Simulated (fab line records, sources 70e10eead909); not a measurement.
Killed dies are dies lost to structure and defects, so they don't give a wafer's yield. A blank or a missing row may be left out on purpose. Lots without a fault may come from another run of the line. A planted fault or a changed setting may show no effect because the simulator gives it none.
fab line records | flow nand_harc
record lots=14 wafers=40 last_day=34
route steps=1302 shown P_ZERO_WELL@29 P_GATE@122
lots that met no fault: from a run of the same line without faults
start_h: hours from the record's first day to the start of the lot's first wafer shown | wait_h: hours since the lot's step before | " the same as in the row above | L1.1+2: a row that stands for several wafers | - no value, or no start given | * or withheld: withheld | < > ~ a bound
route shown NAME@n: a module of which the file shows steps, and the number in the route of the first | usual: mean/standard deviation of fault-free wafers | same: alike in all rows | chamber/n: place in a boat | sites: the reading at each site | _std_site: their standard deviation | _edge_site: outer sites' mean less inner sites' | radius_mm: how far each site lies from the wafer's centre | mask NAME#n: copy n | behind: the tool/chamber that last shaped the wafer | hold: why the lot was held/for how many hours/how that ended | device: the transistor (n, p or np) that didn't switch | end of line: the same wafers' tests at the end of the route | a step without rows: its recipe alone | killed: dies lost to structure and defects at the first sort, not the wafer's yield | map: a wafer's dies, x killed, . not, _ none there
set.NAME: the setting as run; set.NAME@STEP: as run at that earlier step | model.NAME: the simulator's own value behind a step, which no gauge read
steps of the route over a sample of lots; a table a step, a row a wafer
services: from which hour (start_h, from the record's first day; less than 0 if before it) a tool's chamber was out of use, for how many hours, and why
## steps
# step NHARC_P_ZERO_WELL_CD_MEAS_24
# recipe target_cd_nm=720 landing_energy_ev=500
# usual cd_nm=719.6/1.7
# columns lot.wafer tool chamber start_h wait_h cd_nm
L410.1 cd_sem-01 0 22.35 - 720.9
L410.3 " 0 " " 718.4
L410.5 " 0 " " 719.6
L411.1 cd_sem-01 0 33.48 - 717.6
L411.3 " 0 " " 718.5
L411.4 " 0 " " 717.5
L412.1 cd_sem-03 0 42.60 - 719.8
L412.4 " 0 " " 718.6
L412.6 " 0 " " 718.1
L413.3 cd_sem-01 0 52.62 - 716.4
L413.5 " 0 " " 717.8
L413.6 " 0 " " 719.4
L414.3 cd_sem-02 0 62.48 - 718.4
L414.4 " 0 " " 721.7
L414.6 " 0 " " 717.8
L415.1 cd_sem-03 0 72.58 - 720.4
L415.4 " 0 " " 718.6
L415.5 " 0 " " 718.4
L417.3 cd_sem-01 0 92.79 - 720.8
L417.4 " 0 " " 721.3
L417.5 " 0 " " 721.0
L422.6 cd_sem-03 0 142.65 - 722.2
L425.3 cd_sem-03 0 172.58 - 722.2
L425.4 " 0 " " 720.1
L425.5 " 0 " " 719.0
L427.1 cd_sem-01 0 192.61 - 720.4
L427.4 " 0 " " 720.0
L427.6 " 0 " " 720.7
L429.2 cd_sem-03 0 212.52 - 719.4
L429.3 " 0 " " 721.6
L429.4 " 0 " " 721.9
L430.4 cd_sem-01 0 222.65 - 719.4
L430.5 " 0 " " 720.2
L430.6 " 0 " " 718.7
L431.2 cd_sem-02 0 232.64 - 719.6
L431.4 " 0 " " 719.7
L431.5 " 0 " " 719.1
L433.1 cd_sem-01 0 252.48 - 721.6
L433.3 " 0 " " 722.6
L433.5 " 0 " " 718.2
# step NHARC_P_GATE_CD_MEAS_11
# recipe target_cd_nm=1640 landing_energy_ev=500
# usual cd_nm=1640.4/2.2
# columns lot.wafer tool chamber start_h wait_h cd_nm
L410.1 cd_sem-02 0 84.53 - 1639.9
L410.3 " 0 " " 1639.3
L410.5 " 0 " " 1637.7
L411.1 cd_sem-01 0 89.37 - 1639.5
L411.3 " 0 " " 1638.1
L411.4 " 0 " " 1642.4
L412.1 cd_sem-02 0 99.37 - 1640.5
L412.4 " 0 " " 1643.7
L412.6 " 0 " " 1639.7
L413.3 cd_sem-03 0 111.66 - 1639.0
L413.5 " 0 " " 1640.6
L413.6 " 0 " " 1642.4
L414.3 cd_sem-02 0 120.30 - 1640.1
L414.4 " 0 " " 1636.4
L414.6 " 0 " " 1641.5
L415.1 cd_sem-02 0 127.26 - 1640.5
L415.4 " 0 " " 1637.5
L415.5 " 0 " " 1639.1
L417.3 cd_sem-03 0 149.78 - 1639.4
L417.4 " 0 " " 1639.1
L417.5 " 0 " " 1635.4
L422.6 cd_sem-01 0 200.90 - 1641.3
L425.3 cd_sem-03 0 227.93 - 1639.7
L425.4 " 0 " " 1637.4
L425.5 " 0 " " 1640.2
L427.1 cd_sem-03 0 252.35 - 1643.0
L427.4 " 0 " " 1642.3
L427.6 " 0 " " 1641.1
L429.2 cd_sem-03 0 273.57 - 1641.6
L429.3 " 0 " " 1643.5
L429.4 " 0 " " 1640.4
L430.4 cd_sem-02 0 282.31 - 1637.8
L430.5 " 0 " " 1638.8
L430.6 " 0 " " 1640.4
L431.2 cd_sem-02 0 294.47 - 1640.4
L431.4 " 0 " " 1637.3
L431.5 " 0 " " 1640.4
L433.1 cd_sem-03 0 310.61 - 1638.1
L433.3 " 0 " " 1635.4
L433.5 " 0 " " 1643.0
# step NHARC_P_GATE_ETCH_104
# recipe target_depth_a=600 time_s=withheld cf4_flow_sccm=100 chf3_flow_sccm=30 ar_flow_sccm=0 rf_w=500 bias_w=200 chemistry=CF4/CHF3
# usual drypump_motor_current_A=5.9/0.34 oes_product_au=0.953/0.022 rf_vpp_V=371.2/2 showerhead_plenum_p_Torr=1.59/0.056 throttle_valve_pct=16.803/0.0089
# columns lot.wafer tool chamber start_h wait_h drypump_motor_current_A oes_product_au rf_vpp_V showerhead_plenum_p_Torr throttle_valve_pct
L410.1 rie_diel-07 3 100.45 0.1 5.8 0.963 369.4 1.54 16.782
L410.3 " 1 " " 6.4 0.963 370.1 1.54 16.788
L410.5 " 3 " " 5.8 0.959 369.1 1.54 16.802
L411.4 rie_diel-03 1 103.44 0.1 5.7 0.980 372.6 1.60 16.810
L411.1 " 2 " " 5.7 0.980 370.2 1.62 16.808
L411.3 " 3 " " 5.9 0.990 374.4 1.65 16.816
L412.4 rie_diel-11 3 113.62 0.1 5.5 0.930 374.0 1.69 16.794
L412.1 " 1 " " 6.2 0.959 369.3 1.55 16.790
L412.6 " 2 " " 6.4 0.938 373.8 1.67 16.812
L413.3 rie_diel-11 1 129.83 0.1 6.2 0.986 370.2 1.54 16.805
L413.5 " 3 " " 5.5 0.958 373.8 1.69 16.814
L413.6 " 0 " " 5.3 0.967 372.5 1.57 16.774
L414.3 rie_diel-07 1 136.96 0.1 6.4 0.965 369.7 1.54 16.800
L414.4 " 3 " " 5.8 0.979 368.6 1.54 16.793
L414.6 " 2 " " 6.4 0.978 371.9 1.63 16.811
L415.1 rie_diel-03 1 141.70 0.1 5.7 0.935 372.7 1.60 16.804
L415.4 " 0 " " 5.8 0.934 367.0 1.53 16.799
L415.5 " 2 " " 5.7 0.952 372.6 1.62 16.795
L417.3 rie_diel-11 0 166.34 0.1 5.3 0.955 372.3 1.57 16.791
L417.4 " 1 " " 6.2 0.982 368.6 1.54 16.800
L417.5 " 1 " " 6.2 0.972 368.4 1.55 16.823
L422.6 rie_diel-03 0 217.95 0.1 5.9 0.931 369.0 1.53 16.802
L425.4 rie_diel-11 3 244.33 0.1 5.5 0.967 375.2 1.69 16.814
L425.3 " 0 " " 5.3 0.959 370.3 1.57 16.807
L425.5 " 3 " " 5.5 0.978 374.6 1.69 16.807
L427.4 rie_diel-03 1 266.78 0.1 5.7 0.921 373.2 1.59 16.798
L427.1 " 0 " " 5.8 0.935 368.7 1.53 16.806
L427.6 " 1 " " 5.7 0.927 371.9 1.59 16.812
L429.2 rie_diel-07 1 288.80 0.1 6.4 0.974 370.5 1.53 16.797
L429.4 " 2 " " 6.4 0.972 372.3 1.62 16.802
L429.3 " 3 " " 5.8 0.991 370.8 1.54 16.802
L430.4 rie_diel-11 0 299.22 0.1 5.3 0.918 370.0 1.57 16.793
L430.6 " 3 " " 5.5 0.906 372.5 1.69 16.792
L430.5 " 0 " " 5.3 0.928 369.7 1.57 16.804
L431.4 rie_diel-03 1 317.47 0.1 5.8 0.929 371.8 1.59 16.800
L431.2 " 2 " " 5.7 0.918 372.6 1.61 16.798
L431.5 " 1 " " 5.7 0.920 371.4 1.59 16.774
L433.3 rie_diel-11 1 328.07 0.1 6.2 0.919 372.6 1.54 16.813
L433.1 " 2 " " 6.4 0.958 374.3 1.67 16.820
L433.5 " 2 " " 6.4 0.942 373.6 1.67 16.783
# step NHARC_P_GATE_ALD_36
# recipe target_thk_a=200 pulse_time_s=60 ald_cycles=223 temp_c=400 material=SiNx
# usual ald_cycles=223/0 heater_power_w=835/80 precursor_pulse_height_rel=1.003/0.02
# columns lot.wafer tool chamber start_h wait_h ald_cycles heater_power_w precursor_pulse_height_rel
L410.1 ald_sin-02 3 103.73 - 223 902 1.017
L410.3 " 0 104.79 - 223 849 1.013
L410.5 " 1 105.85 - 223 776 1.018
L411.3 ald_sin-04 0 104.61 - 223 992 1.024
L411.4 " 1 105.65 - 223 722 1.011
L411.1 " 3 107.74 - 223 823 1.001
L412.4 ald_sin-03 1 114.78 - 223 934 1.004
L412.1 " 2 115.84 - 223 906 1.036
L412.6 " 1 119.00 - 223 923 1.028
L413.3 ald_sin-04 0 131.03 - 223 977 1.002
L413.5 " 1 136.68 - 223 727 1.007
L413.6 " 3 138.09 - 223 852 1.023
L414.4 ald_sin-03 3 138.13 - 223 734 1.016
L414.3 " 0 139.17 - 223 800 0.991
L414.6 " 0 143.33 - 223 797 1.033
L415.1 ald_sin-02 3 142.89 - 223 901 1.024
L415.4 " 1 145.04 - 223 738 1.026
L415.5 " 3 147.19 - 223 885 1.008
L417.3 ald_sin-03 2 168.95 - 223 902 1.019
L417.4 " 1 171.74 - 223 931 0.979
L417.5 " 2 173.14 - 223 908 1.019
L422.6 ald_sin-04 3 224.76 - 153 847 0.988
L425.3 ald_sin-04 2 245.55 - 223 781 1.024
L425.4 " 1 248.71 - 223 730 0.995
L425.5 " 3 250.81 - 153 834 0.995
L427.1 ald_sin-02 1 269.02 - 223 729 0.988
L427.4 " 2 270.09 - 223 821 0.932
L427.6 " 0 272.23 - 223 855 1.012
L429.4 ald_sin-03 2 289.97 - 223 941 0.974
L429.3 " 0 292.09 - 223 798 1.017
L429.2 " 1 293.14 - 223 915 1.010
L430.4 ald_sin-02 1 304.63 - 223 727 1.027
L430.6 " 2 306.02 - 223 827 1.006
L430.5 " 0 307.42 - 223 864 1.047
L431.4 ald_sin-04 0 318.63 - 223 914 1.008
L431.2 " 2 320.75 - 223 774 1.032
L431.5 " 1 323.93 - 223 724 1.027
L433.3 ald_sin-02 2 330.34 - 223 827 0.978
L433.1 " 3 331.40 - 223 834 1.021
L433.5 " 2 334.57 - 223 862 0.994
## services
# columns tool chamber start_h hours kind
rie_diel-11 - 78.53 9.0 pm
ald_sin-04 - 86.50 10.0 pm
rie_diel-03 - 105.01 9.0 pm
ald_sin-02 - 115.28 0.5 repair
rie_diel-11 3 115.96 2.5 repair
rie_diel-11 1 121.85 6.4 repair
rie_diel-11 2 122.63 10.9 repair
ald_sin-04 2 128.26 15.5 repair
ald_sin-02 - 130.58 10.0 pm
rie_diel-03 1 155.59 4.8 repair
ald_sin-04 3 179.27 1.3 repair
rie_diel-11 0 204.59 4.2 repair
rie_diel-03 0 209.83 7.8 repair
ald_sin-02 0 211.77 5.5 repair
ald_sin-04 1 216.80 12.6 repair
ald_sin-02 - 237.82 2.4 repair
ald_sin-02 3 240.36 3.0 repair
rie_diel-03 2 242.91 4.0 repair
rie_diel-11 - 255.53 9.0 pm
ald_sin-02 0 256.28 5.1 repair
ald_sin-04 - 264.50 10.0 pm
rie_diel-11 - 295.56 1.2 repair
ald_sin-02 3 299.74 5.5 repair
rie_diel-11 2 309.67 11.1 repair
## key
first_sign step=NHARC_P_GATE_ALD_36 reading=ald_cycles direction=down sigmas=99+ usual=223 struck=153
effect none on later readings
met_at NHARC_P_GATE_ALD_36
struck_lots L422,L425
struck_wafers L422.6,L425.5
rows_end L422.6
tester_left_out L425
not_acting_at NHARC_P_ZERO_WELL_CD_MEAS_24,NHARC_P_GATE_CD_MEAS_11,NHARC_P_GATE_ETCH_104
onset_between 131.03 224.76
fault kind=process_parameter_drift tool=ald_sin-04 chamber=- onset_h=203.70 steps=NHARC_P_GATE_ALD_36 channel=ald_cycles offset=-70 shape=step end_h=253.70 scope=struck_wafers_only stated=223
# tester_left_out: of these lots the tester's yield and bins aren't shown, on N5 and GAA mostly nor the transistor test; their killed dies are dies lost to structure and defects alone, not to doping, threshold or leakage, so they don't give the yield
# rows_end: these wafers met a further fault down the route, and their rows from its step on are left out
